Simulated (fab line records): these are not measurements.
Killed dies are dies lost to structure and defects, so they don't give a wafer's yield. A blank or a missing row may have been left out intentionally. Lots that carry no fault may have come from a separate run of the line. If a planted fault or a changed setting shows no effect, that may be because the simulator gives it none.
fab line records    flow n5Finfet
record: lots: 6  wafers: 17  lastDay: 17
route steps=1938 shown BEOL_M0_SAQP@641 BEOL_M4@1111 PASSIVATION@1936
lots untouched by any fault: they come from a run of this same line in which no faults occurred
startH: start of the lot's first displayed wafer, in hours after the record's first day    waitH: how many hours have passed since the lot's step before this one    " same as the row above    L1.1+2: a row that stands for several wafers    - no value present, or no start provided    * or withheld: withheld    < > ~ a bound
route shown NAME@n: a module of which the file shows steps, and the number in the route of the first    usual: the fault-free wafers' mean and standard deviation    same: alike in all rows    chamber/n: place in a boat    sites: the reading at each site    _std_site: their standard deviation    _edge_site: outer sites' mean less inner sites'    radiusMm: how far each site lies from the wafer's centre    mask NAME#n: copy n    behind: tool/chamber where the wafer was last shaped    hold: why the lot was held/for how many hours/how that ended    device: which transistor (n, p or np) failed to switch    end of line: at the end of the route, the tests of the same wafers    where a step has no rows: the recipe by itself    killed: dies that structure and defects cost at the first sort, which is not the same as the wafer's yield    map: dies across one wafer; x = killed, . = not, _ = none there
set.NAME: the setting that was run; set.NAME@STEP: the one run at that earlier step    model.NAME: the simulator's own value behind a step, which no gauge read
lots seen at some steps along the route; tables by step, rows by wafer
services: from which hour (startH, from the record's first day; less than 0 if before it) a tool's chamber was out of use, for how many hours, and why
== steps ==
step: N5_BEOL_M0_SAQP_COAT_81
recipe: resist: SOC  tempC: 250  timeS: 60  spinRpm: 1500  resistThkNm: 100
step: N5_BEOL_M0_SAQP_COAT_82
recipe: resist: SiARC  tempC: 220  timeS: 60  spinRpm: 1500  resistThkNm: 30
step: N5_BEOL_M0_SAQP_COAT_08
recipe: resist: CAR-ArF  spinRpm: 1500  resistThkNm: 90
step: N5_BEOL_M0_SAQP_EBR_10
recipe: solvent: PGMEA  ebrWidthMm: 1.5
step: N5_BEOL_M0_SAQP_SOFTBAKE_09
recipe: tempC: 110  timeS: 60  resist: CAR-ArF
step: N5_BEOL_M0_SAQP_EXPOSE_11
recipe: maskId: M0_CORE  na: 1.35  sourceShape: dipole  sigmaInner: 0.538  sigmaOuter: 0.738  polarization: te  targetCdNm: 42  doseMj: 55
step: N5_BEOL_M0_SAQP_PEB_12
recipe: pebTempC: withheld  pebTimeS: 60  resist: CAR-ArF
step: N5_BEOL_M0_SAQP_DEVELOP_13
recipe: developTimeS: 30  developer: TMAH  resist: CAR-ArF  devTempC: 23  rinseLiquid: diw  dry: airSpin
step: N5_BEOL_M0_SAQP_CD_MEAS_14
recipe: targetCdNm: 42.5  landingEnergyEv: 500  detector: seInlens
usual: cdNm: 42.5/0.32
lot.wafer  tool      chamber  startH  waitH  cdNm
L861.4     cdSem-03  0        121.81  -      42.5
L861.5     "         0        "       "      42.2
L861.6     "         0        "       "      42.9
L863.1     cdSem-02  0        130.96  -      42.1
L863.4     "         0        "       "      41.8
L863.6     "         0        "       "      42.1
L875.2     cdSem-02  0        206.24  -      42.5
L875.5     "         0        "       "      42.1
L879.2     cdSem-02  0        229.66  -      42.3
L879.3     "         0        "       "      42.7
L879.4     "         0        "       "      42.6
L881.3     cdSem-03  0        236.50  -      42.2
L881.4     "         0        "       "      42.7
L881.6     "         0        "       "      41.9
L882.1     cdSem-03  0        243.38  -      43.0
L882.4     "         0        "       "      42.7
L882.5     "         0        "       "      42.6
step: N5_BEOL_M0_SAQP_OVL_MEAS_15
recipe: pointsPerWafer: 44
usual: M0_CORE_OVL: 0.3/0.8
lot.wafer  tool        chamber  startH  waitH  M0_CORE_OVL[nm]
L861.4     overlay-01  0        121.84  0.0    -1.2
L861.5     "           0        "       "      -1.8
L861.6     "           0        "       "      -1.1
L863.1     overlay-02  0        130.99  0.0    0.7
L863.4     "           0        "       "      0.0
L863.6     "           0        "       "      0.1
L875.2     overlay-01  0        206.27  0.0    0.7
L875.5     "           0        "       "      -0.6
L879.2     overlay-02  0        229.69  0.0    -1.0
L879.3     "           0        "       "      -1.1
L879.4     "           0        "       "      -1.1
L881.3     overlay-01  0        236.53  0.0    2.0
L881.4     "           0        "       "      -0.1
L881.6     "           0        "       "      -0.1
L882.1     overlay-02  0        243.41  0.0    0.2
L882.4     "           0        "       "      -0.5
L882.5     "           0        "       "      -0.3
step: N5_BEOL_M0_SAQP_INSPECT_16
recipe: mode: adi  inspectInstrument: brightfield
usual: rawDefectCount: 537/160
lot.wafer  tool              chamber  startH  waitH  rawDefectCount
L861.4     defectInspect-01  -        121.86  0.0    440
L861.5     "                 -        "       "      393
L861.6     "                 -        "       "      459
L863.1     defectInspect-02  -        131.01  0.0    503
L863.4     "                 -        "       "      647
L863.6     "                 -        "       "      607
L875.2     defectInspect-02  -        206.30  0.0    541
L875.5     "                 -        "       "      628
L879.2     defectInspect-01  -        229.71  0.0    407
L879.3     "                 -        "       "      710
L879.4     "                 -        "       "      788
L881.3     defectInspect-02  -        236.55  0.0    737
L881.4     "                 -        "       "      609
L881.6     "                 -        "       "      541
L882.1     defectInspect-01  -        243.44  0.0    371
L882.4     "                 -        "       "      362
L882.5     "                 -        "       "      299
step: N5_BEOL_M0_SAQP_DESCUM_19
recipe: chemistry: O2  timeS: 7.9  sourcePowerW: 50  biasPowerW: 20  pressureMtorr: 20  rfFrequencyHz: 2.712e+07  tempC: 40  resist: CAR-ArF  o2FlowSccm: 225
usual: drypumpMotorCurrentA: 5.8/0.34  oesProductAu: 0.82/0.072  rfFwdPowerW: 49.25/0.22  rfVppV: 243.4/1.5  showerheadPlenumPTorr: 2.11/0.084  throttleValvePct: 20.39/0.24
lot.wafer  tool        chamber  startH  waitH  drypumpMotorCurrentA  oesProductAu  rfFwdPowerW  rfHoursCounterH  rfVppV  showerheadPlenumPTorr  throttleValvePct
L861.4     rieDiel-06  3        121.90  0.0    5.7                   0.76          49.28        144              246.7   2.19                   20.34
L861.5     "           2        "       "      6.0                   0.84          49.16        -                245.5   2.23                   20.34
L861.6     "           3        "       "      5.6                   0.76          49.37        -                243.7   2.19                   20.33
L863.1     rieDiel-04  3        131.05  0.0    6.0                   0.93          49.29        12               244.8   2.14                   20.47
L863.4     "           3        "       "      6.0                   0.94          49.12        -                245.3   2.14                   20.46
L863.6     "           2        "       "      5.3                   0.84          49.26        -                241.5   2.02                   20.46
L875.2     rieDiel-04  3        206.33  0.0    6.0                   0.88          48.98        30               243.3   2.13                   20.51
L875.5     "           2        "       "      5.4                   0.82          49.42        -                242.3   2.02                   20.49
L879.2     rieDiel-04  1        229.74  0.0    5.5                   0.69          49.34        224              243.1   2.05                   20.36
L879.3     "           0        "       "      5.6                   0.91          48.83        27               241.6   2.06                   20.19
L879.4     "           3        "       "      6.0                   0.86          49.30        38               243.4   2.13                   20.53
L881.3     rieDiel-02  2        236.58  0.0    6.5                   0.78          49.05        99               241.3   2.03                   20.90
L881.4     "           3        "       "      5.9                   0.81          49.20        90               245.3   2.22                   20.03
L881.6     "           3        "       "      5.9                   0.81          49.43        -                246.0   2.22                   20.04
L882.1     rieDiel-06  0        243.47  0.0    5.6                   0.70          49.24        217              241.4   2.01                   20.73
L882.4     "           3        "       "      5.6                   0.73          49.18        181              244.0   2.17                   20.39
L882.5     "           0        "       "      5.6                   0.70          49.19        -                241.4   2.01                   20.74
step: N5_BEOL_M0_SAQP_ETCH_83
recipe: chemistry: CF4  target: SiARC  targetDepthA: 390  maskMaterial: CAR-ArF  timeS: 65  ionEnergyEv: 80  pressureMtorr: 40  sourceW: 545  biasW: 36  Ar_flow_sccm: 100  cf4FlowSccm: 100  ends: cleared
usual: biasW: 35.99/0.095  drypumpMotorCurrentA: 5.8/0.34  etchRfOnTimeS: 65.1/1.5  oesProductAu: 0.70/0.065  rfFwdPowerW: 537.1/2.3  rfVppV: 184.3/1.3  showerheadPlenumPTorr: 2.15/0.079  throttleValvePct: 15.52/0.22
lot.wafer  tool        chamber  startH  waitH  biasW  drypumpMotorCurrentA  etchRfOnTimeS  oesProductAu  rfFwdPowerW  rfHoursCounterH  rfVppV  showerheadPlenumPTorr  throttleValvePct
L861.4     rieDiel-06  3        121.93  0.0    36.04  5.6                   66.3           0.65          535.8        144              184.8   2.21                   15.46
L861.5     "           2        "       "      35.90  6.0                   66.7           0.72          535.6        -                184.9   2.26                   15.36
L861.6     "           3        "       "      36.00  5.6                   66.5           0.65          537.1        -                185.1   2.21                   15.46
L863.1     rieDiel-04  3        131.08  0.0    35.87  6.0                   62.7           0.81          537.6        12               184.9   2.19                   15.56
L863.4     "           3        "       "      35.93  6.0                   62.9           0.81          539.6        -                184.1   2.19                   15.56
L863.6     "           2        "       "      36.22  5.4                   63.2           0.73          537.2        -                182.6   2.07                   15.63
L875.2     rieDiel-04  3        206.36  0.0    35.88  6.0                   63.5           0.77          537.5        30               184.6   2.18                   15.62
L875.5     "           2        "       "      35.90  5.4                   43.7           0.89          534.6        -                183.4   2.07                   15.67
L879.2     rieDiel-04  1        229.78  0.0    35.95  5.5                   66.4           0.59          535.8        224              182.2   2.13                   15.79
L879.3     "           0        "       "      35.97  5.6                   44.6           0.97          529.9        27               182.6   2.09                   15.25
L879.4     "           3        "       "      35.94  6.0                   62.1           0.77          539.2        38               185.9   2.18                   15.62
L881.3     rieDiel-02  2        236.62  0.0    36.12  6.5                   67.0           0.66          537.3        99               184.3   2.06                   15.89
L881.4     "           3        "       "      36.02  5.8                   63.7           0.70          534.8        90               186.7   2.27                   15.25
L881.6     "           3        "       "      35.96  5.8                   65.3           0.69          534.6        -                185.5   2.27                   15.25
L882.1     rieDiel-06  0        243.50  0.0    36.07  5.6                   67.0           0.60          535.5        217              182.5   2.03                   15.75
L882.4     "           3        "       "      36.07  5.6                   66.1           0.63          538.5        181              184.5   2.20                   15.53
L882.5     "           0        "       "      36.02  5.6                   66.4           0.60          536.7        -                181.6   2.03                   15.74
step: N5_BEOL_M0_SAQP_ETCH_84
recipe: chemistry: N2/H2  target: SOC  targetDepthA: 1000  overetchA: 200  maskMaterial: SiARC  tempC: 40  timeS: 150  ionEnergyEv: 200  pressureMtorr: 30  sourceW: 840  biasW: 150  n2FlowSccm: 200  h2FlowSccm: 200
usual: biasW: 150.0/0.43  drypumpMotorCurrentA: 5.8/0.34  oesProductAu: 0.73/0.063  rfFwdPowerW: 835.6/2.7  rfVppV: 524.3/2.7  showerheadPlenumPTorr: 2.55/0.093  throttleValvePct: 17.71/0.24
lot.wafer  tool        chamber  startH  waitH  biasW  drypumpMotorCurrentA  oesProductAu  rfFwdPowerW  rfHoursCounterH  rfVppV  showerheadPlenumPTorr  throttleValvePct
L861.4     rieDiel-06  3        121.98  0.0    150.1  5.6                   0.69          839.5        144              526.9   2.65                   17.70
L861.5     "           2        "       "      150.3  6.0                   0.76          837.6        -                527.8   2.67                   17.46
L861.6     "           3        "       "      150.3  5.7                   0.69          839.9        -                526.8   2.65                   17.69
L863.1     rieDiel-04  3        131.13  0.0    149.1  6.0                   0.82          835.3        12               525.2   2.58                   17.80
L863.4     "           3        "       "      149.5  6.0                   0.82          836.4        -                525.9   2.58                   17.78
L863.6     "           2        "       "      149.8  5.3                   0.75          834.0        -                522.9   2.45                   17.88
L875.2     rieDiel-04  3        206.41  0.0    150.5  6.0                   0.79          837.8        30               524.0   2.58                   17.81
L875.5     "           2        "       "      150.7  5.4                   0.73          838.3        -                522.3   2.44                   17.93
L879.2     rieDiel-04  1        229.83  0.0    150.0  5.6                   0.63          833.1        224              524.8   2.49                   17.80
L879.3     "           0        "       "      150.5  5.7                   0.80          830.5        27               522.4   2.49                   17.48
L879.4     "           3        "       "      149.9  6.0                   0.78          838.5        38               524.4   2.57                   17.83
L881.3     rieDiel-02  2        236.67  0.0    150.1  6.5                   0.70          837.6        99               521.3   2.46                   18.19
L881.4     "           3        "       "      149.2  5.9                   0.73          836.5        90               527.7   2.67                   17.28
L881.6     "           3        "       "      149.6  5.9                   0.73          838.9        -                527.5   2.67                   17.26
L882.1     rieDiel-06  0        243.55  0.0    149.8  5.6                   0.64          834.5        218              519.6   2.41                   17.91
L882.4     "           3        "       "      150.2  5.6                   0.66          835.9        181              525.7   2.63                   17.78
L882.5     "           0        "       "      150.0  5.6                   0.63          832.6        -                519.5   2.41                   17.92
step: N5_BEOL_M4_RC_MEAS_101
usual: DIBL_N: 37.1/1.9  DIBL_P: 37.2/2.3  IOFF_N: 0.18/0.04  IOFF_P: 0.23/0.044  ION_N: 682/11  ION_P: 468/8.6  SS_N: 71.9/0.68  SS_P: 73.5/0.74  VT_N: 248/3.4  VT_P: -248/3.4
lot.wafer  tool       chamber  startH  waitH  DIBL_N[mV/V]  DIBL_P[mV/V]  IOFF_N[nA/um]  IOFF_P[nA/um]  ION_N[uA/um]  ION_P[uA/um]  SS_N[mV/dec]  SS_P[mV/dec]  VT_N[mV]  VT_P[mV]
L863.1     prober-01  0        190.51  0.0    35.2          35.1          0.14           0.23           674           473           71.3          73.0          250       -245
L863.4     "          0        "       "      36.2          35.9          0.16           0.23           667           469           71.5          73.4          251       -245
L863.6     "          0        "       "      36.1          35.7          0.15           0.23           671           469           72.1          73.4          251       -246
L861.4     prober-02  0        191.53  0.7    36.1          37.4          0.18           0.25           680           470           71.8          73.8          249       -248
L861.5     "          0        "       "      34.6          35.3          0.14           0.21           666           466           71.7          73.4          253       -247
L861.6     "          0        "       "      36.5          38.6          0.18           0.27           684           478           71.5          73.8          249       -245
L875.2     prober-01  0        261.04  0.2    36.0          36.7          0.16           0.22           664           466           71.7          73.6          249       -249
L875.5     "          0        "       "      39.2          41.2          0.23           0.29           698           475           71.9          74.6          244       -245
L879.2     prober-01  0        293.13  0.2    35.8          37.2          0.17           0.22           677           463           71.2          73.3          246       -248
L879.3     "          0        "       "      41.6          43.4          0.33           0.37           704           475           73.3          75.0          240       -243
L879.4     "          0        "       "      41.4          43.6          0.31           0.36           691           471           73.4          75.4          241       -243
L881.3     prober-01  0        295.12  0.3    34.1          35.1          0.15           0.22           681           469           71.5          73.1          248       -245
L881.4     "          0        "       "      37.2          37.9          0.20           0.26           678           460           73.0          73.6          248       -246
L881.6     "          0        "       "      35.9          37.0          0.18           0.25           687           474           71.4          73.4          249       -245
L882.1     prober-02  0        297.82  0.0    38.2          40.0          0.20           0.27           678           458           71.4          75.1          246       -247
L882.4     "          0        "       "      36.9          36.7          0.16           0.21           668           457           71.6          72.9          252       -252
L882.5     "          0        "       "      37.0          37.8          0.19           0.23           683           464           71.7          73.2          247       -249
step: N5_PASSIVATION_PROBE_49
usual: defectLimitedYield: 91.5/1.4  killed_at_M0_to_M3: 32/9.7  killed_at_M4_up: 14/5.3  killedAtContacts: 11/6  killedAtFrontEnd: 39/14  killedAtOther: 3.3/2.7  killedDies: 100/17  killedOpen: 66/13  killedShort: 32/7.4  sort_bin_4_leakage: 0.02/0.16  sort_bin_5_function: 4.9/0.9  sort_bin_6_memory: 3.2/0.72  sortNPass: 1080/17  sortYieldPct: 91.5/1.4
same: grossDies: 1180  killedAtBackSide: 0  sort_bin_8_speed[%]: 0
lot.wafer  tool       chamber  startH  waitH  defectLimitedYield[%]  killed_at_M0_to_M3  killed_at_M4_up  killedAtContacts  killedAtFrontEnd  killedAtOther  killedDies  killedOpen  killedShort  sort_bin_4_leakage[%]  sort_bin_5_function[%]  sort_bin_6_memory[%]  sortNPass  sortYieldPct[%]
L863.1     prober-02  -        287.97  0.0    90.8                   37                  17               5                 50                0              109         52          50           0                      4.9                     3.2                   1071       90.8
L863.4     prober-02  -        288.12  0.2    93.0                   29                  12               8                 32                2              83          55          26           0                      4.7                     1.9                   1097       93.0
L863.6     prober-02  -        288.22  0.3    88.6                   27                  13               18                74                2              134         78          51           0                      6.2                     4.5                   1046       88.6
L861.4     prober-02  -        300.43  0.2    91.6                   43                  12               19                24                1              99          68          31           0                      5.7                     2.6                   1081       91.6
L861.5     prober-02  -        300.48  0.2    92.1                   40                  12               16                23                2              93          66          27           0                      5.2                     2.4                   1087       92.1
L861.6     prober-02  -        300.53  0.3    92.9                   40                  3                12                26                3              84          59          25           0                      4.1                     2.9                   1096       92.9
L875.2     prober-02  -        367.90  0.1    88.3                   39                  9                28                56                6              138         96          36           0                      6.8                     4.0                   1042       88.3
L875.5     prober-02  -        368.05  0.2    93.2                   19                  7                14                32                8              80          62          17           0                      4.4                     2.3                   1100       93.2
L879.2     prober-01  -        397.31  0.1    92.4                   22                  18               5                 42                3              90          57          32           0                      4.8                     2.7                   1090       92.4
L879.3     prober-01  -        397.36  0.1    92.1                   26                  14               7                 44                2              93          56          36           1.27                   4.6                     2.9                   1072       90.8
L879.4     prober-01  -        397.41  0.2    93.4                   27                  12               8                 29                2              78          46          30           0.76                   3.9                     2.5                   1093       92.6
L881.3     prober-01  -        398.51  0.1    90.1                   35                  9                9                 57                7              117         70          41           0                      6.8                     2.5                   1063       90.1
L881.4     prober-01  -        398.56  0.2    92.8                   29                  9                9                 37                1              85          56          27           0                      4.3                     2.7                   1095       92.8
L881.6     prober-01  -        398.66  0.3    89.5                   34                  14               8                 65                3              124         81          35           0                      5.8                     3.9                   1056       89.5
L882.1     prober-01  -        402.96  0.0    93.0                   23                  17               8                 31                4              83          60          21           0                      5.0                     1.9                   1097       93.0
L882.4     prober-01  -        403.11  0.2    94.2                   30                  5                7                 25                1              68          39          28           0                      3.3                     2.0                   1112       94.2
L882.5     prober-01  -        403.16  0.2    92.0                   25                  11               18                36                4              94          66          28           0                      4.4                     3.3                   1086       92.0
killed by level:class
L863.1 FIN_SAQP:geometricParticle:short=16 BEOL_M0_SAQP:geometricParticle:short=12 BEOL_M0_SAQP:geometricParticle:open=12 GATE_CUT:geometricParticle:short=9 STI_FIN_REVEAL:geometricParticle:open=6 BEOL_M3:geometricParticle:open=5 HKMG_FIN:areaEtch=5 FIN_SAQP:geometricParticle:open=4
L863.4 BEOL_M0_SAQP:geometricParticle:open=7 BEOL_M4:geometricParticle:open=7 MOL_CONTACT_COAG:geometricParticle:open=6 BEOL_M2:geometricParticle:open=6 BEOL_M3:geometricParticle:open=6 FIN_SAQP:geometricParticle:short=5 GATE_CUT:geometricParticle:open=5 GATE_CUT:geometricParticle:short=5
L863.6 STI_FIN_REVEAL:geometricParticle:open=25 FIN_SAQP:geometricParticle:short=14 MOL_CONTACT_COAG:geometricParticle:open=13 FIN_SAQP:geometricParticle:open=8 BEOL_M0_SAQP:geometricParticle:open=8 STI_FIN_REVEAL:geometricParticle:short=6 BEOL_M0_SAQP:geometricParticle:short=6 MOL_CONTACT_COAG:geometricParticle:short=5
L861.4 MOL_CONTACT_COAG:geometricParticle:open=12 BEOL_M3:geometricParticle:open=11 BEOL_M0_SAQP:geometricParticle:short=8 MOL_CONTACT_COAG:geometricParticle:short=7 BEOL_M2:geometricParticle:open=7 BEOL_M0_SAQP:geometricParticle:open=5 BEOL_M1:geometricParticle:open=5 STI_FIN_REVEAL:geometricParticle:open=4
L861.5 MOL_CONTACT_COAG:geometricParticle:open=14 BEOL_M0_SAQP:geometricParticle:short=9 STI_FIN_REVEAL:geometricParticle:open=7 BEOL_M0_SAQP:geometricParticle:open=7 BEOL_M3:geometricParticle:open=7 BEOL_M0:geometricParticle:open=5 BEOL_M1:geometricParticle:open=4 BEOL_M2:geometricParticle:open=4
L861.6 STI_FIN_REVEAL:geometricParticle:open=10 MOL_CONTACT_COAG:geometricParticle:open=10 BEOL_M1:geometricParticle:open=8 BEOL_M0:geometricParticle:open=8 BEOL_M0_SAQP:geometricParticle:short=7 BEOL_M0_SAQP:geometricParticle:open=7 BEOL_M2:geometricParticle:open=4 BEOL_M3:geometricParticle:open=3
L875.2 MOL_CONTACT_COAG:geometricParticle:open=24 FIN_SAQP:geometricParticle:open=17 STI_FIN_REVEAL:geometricParticle:open=10 BEOL_M3:geometricParticle:open=9 BEOL_M0_SAQP:geometricParticle:short=7 BEOL_M0_SAQP:geometricParticle:open=6 BEOL_M2:geometricParticle:open=6 HKMG_FIN:areaEtch=6
L875.5 MOL_CONTACT_COAG:geometricParticle:open=13 DUMMY_GATE:geometricParticle:open=9 FIN_SAQP:geometricParticle:open=6 BEOL_M0:geometricParticle:open=6 STI_FIN_REVEAL:geometricParticle:open=5 PASS1_DEP:geometricParticle:open=5 BEOL_M4:geometricParticle:open=3 BEOL_M2:geometricParticle:open=3
L879.2 BEOL_M4:geometricParticle:open=10 BEOL_M3:geometricParticle:open=8 FIN_SAQP:geometricParticle:short=7 DUMMY_GATE:geometricParticle:open=7 FIN_SAQP:geometricParticle:open=6 BEOL_M0_SAQP:geometricParticle:short=6 ILD0:geometricParticle:open=5 MOL_CONTACT_COAG:geometricParticle:open=4
L879.3 STI_FIN_REVEAL:geometricParticle:open=9 BEOL_M3:geometricParticle:open=8 FIN_SAQP:geometricParticle:open=6 BEOL_M0_SAQP:geometricParticle:short=6 BEOL_M4:geometricParticle:open=6 FIN_SAQP:geometricParticle:short=4 STI_FIN_REVEAL:geometricParticle:short=4 DUMMY_GATE:geometricParticle:open=4
L879.4 MOL_CONTACT_COAG:geometricParticle:open=8 BEOL_M3:geometricParticle:open=7 FIN_SAQP:geometricParticle:short=6 BEOL_M0_SAQP:geometricParticle:short=6 FIN_SAQP:geometricParticle:open=4 STI_FIN_REVEAL:geometricParticle:open=4 DUMMY_GATE:geometricParticle:open=3 DUMMY_GATE:geometricParticle:short=3
L881.3 GATE_CUT:geometricParticle:short=11 FIN_SAQP:geometricParticle:open=9 BEOL_M0_SAQP:geometricParticle:open=9 BEOL_M3:geometricParticle:open=8 GATE_CUT:geometricParticle:open=7 BEOL_M2:geometricParticle:open=7 STARTING-WAFER:geometricParticle:open=6 MOL_CONTACT_COAG:geometricParticle:open=5
L881.4 STI_FIN_REVEAL:geometricParticle:open=8 BEOL_M2:geometricParticle:open=8 BEOL_M3:geometricParticle:open=7 MOL_CONTACT_COAG:geometricParticle:open=6 ILD0:geometricParticle:short=5 BEOL_M0_SAQP:geometricParticle:short=5 FIN_SAQP:geometricParticle:short=4 FIN_SAQP:geometricParticle:open=4
L881.6 BEOL_M0_SAQP:geometricParticle:open=10 FIN_SAQP:geometricParticle:open=9 BEOL_M0_SAQP:geometricParticle:short=9 FIN_SAQP:geometricParticle:short=7 STI_FIN_REVEAL:geometricParticle:open=7 GATE_CUT:geometricParticle:open=7 ILD0:geometricParticle:open=6 ILD0:geometricParticle:short=6
L882.1 STI_FIN_REVEAL:geometricParticle:open=13 BEOL_M4:geometricParticle:open=8 BEOL_M3:geometricParticle:open=8 FIN_SAQP:geometricParticle:open=7 MOL_CONTACT_COAG:geometricParticle:open=5 FIN_SAQP:geometricParticle:short=3 MOL_CONTACT_COAG:geometricParticle:short=3 BEOL_M0_SAQP:geometricParticle:open=3
L882.4 BEOL_M1:geometricParticle:open=7 FIN_SAQP:geometricParticle:open=6 BEOL_M0_SAQP:geometricParticle:short=6 FIN_SAQP:geometricParticle:short=5 MOL_CONTACT_COAG:geometricParticle:open=5 BEOL_M1:geometricParticle:short=5 GATE_CUT:geometricParticle:short=4 BEOL_M4:geometricParticle:open=4
L882.5 MOL_CONTACT_COAG:geometricParticle:open=16 BEOL_M2:geometricParticle:open=6 BEOL_M3:geometricParticle:open=6 STI_FIN_REVEAL:geometricParticle:open=5 GATE_CUT:geometricParticle:short=5 BEOL_M5:geometricParticle:open=5 STARTING-WAFER:geometricParticle:open=5 DUMMY_GATE:geometricParticle:open=4
== services ==
tool        chamber  startH  hours  kind
rieDiel-04  0        107.21  -      clean
rieDiel-04  0        107.21  -      consumableReplace:focusRing
rieDiel-04  0        107.21  27.2   scheduledDown
rieDiel-04  0        107.21  27.2   ventCycle
rieDiel-02  3        139.39  2.0    repair
rieDiel-04  3        146.43  9.5    repair
rieDiel-06  1        181.26  7.0    repair
rieDiel-06  2        187.71  4.6    repair
rieDiel-02  3        240.22  32.8   repair
== key ==
firstSign: step: N5_BEOL_M0_SAQP_ETCH_83  reading: etchRfOnTimeS  direction: down  sigmas: 14  usual: *  struck: *
effect: step: N5_BEOL_M0_SAQP_ETCH_83  reading: oesProductAu  direction: up  sigmas: 3.5  usual: 0.70  struck: 0.93
metAt N5_BEOL_M0_SAQP_ETCH_83
struckWafers L875.5,L879.3
onsetBetween 131.08 206.36
fault: kind: processParameterDrift  tool: rieDiel-04  chamber: -  onsetH: 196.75  steps: N5_BEOL_M0_SAQP_ETCH_83  channel: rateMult  offset: 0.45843  shape: step  endH: 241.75  scope: struckWafersOnly
